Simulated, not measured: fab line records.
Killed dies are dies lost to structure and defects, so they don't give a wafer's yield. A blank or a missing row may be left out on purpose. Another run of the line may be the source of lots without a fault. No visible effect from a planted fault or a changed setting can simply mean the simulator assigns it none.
Chamber matching	flow n5_finfet	4 sister chambers for N5_SPACER0_ALD_00 on ald_sin-03
The step deposits SiOCN, target thk 3.5 nm, pulse time 3 s, purge time 2 s. 7 wafers are shown with their chamber, then 12 later ones without.

== WAFERS WITH THEIR CHAMBER ==
wafer	chamber	heater_power_w (W)	precursor_pulse_height_rel
L077.6	0	960	1.050
L085.2	3	681	1.007
L087.1	1	747	1.033
L088.2	1	738	0.978
L090.3	2	1038	1.004
L090.4	3	670	0.989
L090.6	2	1015	0.988

== WAFERS WITHOUT THEIR CHAMBER ==
wafer	heater_power_w (W)	precursor_pulse_height_rel
L091.1	1025	0.999
L091.5	729	0.995
L091.6	946	1.030
L092.1	953	1.020
L092.3	746	0.990
L092.4	1026	1.007
L093.1	689	0.998
L093.4	1049	1.007
L093.6	952	1.000
L095.3	1004	0.988
L095.5	739	1.010
L095.6	981	1.021

== WHICH CHAMBER EACH WENT THROUGH ==
wafer	from the rows above	in truth
L091.1	2	2
L091.5	1	1
L091.6	0	0
L092.1	0	0
L092.3	1	1
L092.4	2	2
L093.1	3	3
L093.4	2	2
L093.6	0	0
L095.3	2	2
L095.5	1	1
L095.6	0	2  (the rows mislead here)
Correct placement for 11 of the 12. Can't be placed from these rows: 0. Number placed wrongly: 1.
How it was worked out, from the rows above alone: a wafer's distance from a chamber is the root of the sum, over the readings, of the square of ((its reading less the chamber's mean) divided by the reading's scatter). The wafer belongs to the nearest chamber; if the next one is less than 2 further off, it can't be placed. For every chamber, the mean is computed from those of its wafers that are shown. How the scatter is found: for the shown wafers, subtract from each reading the mean of its chamber, square and add these, divide the total by (wafers less chambers), then take the root.
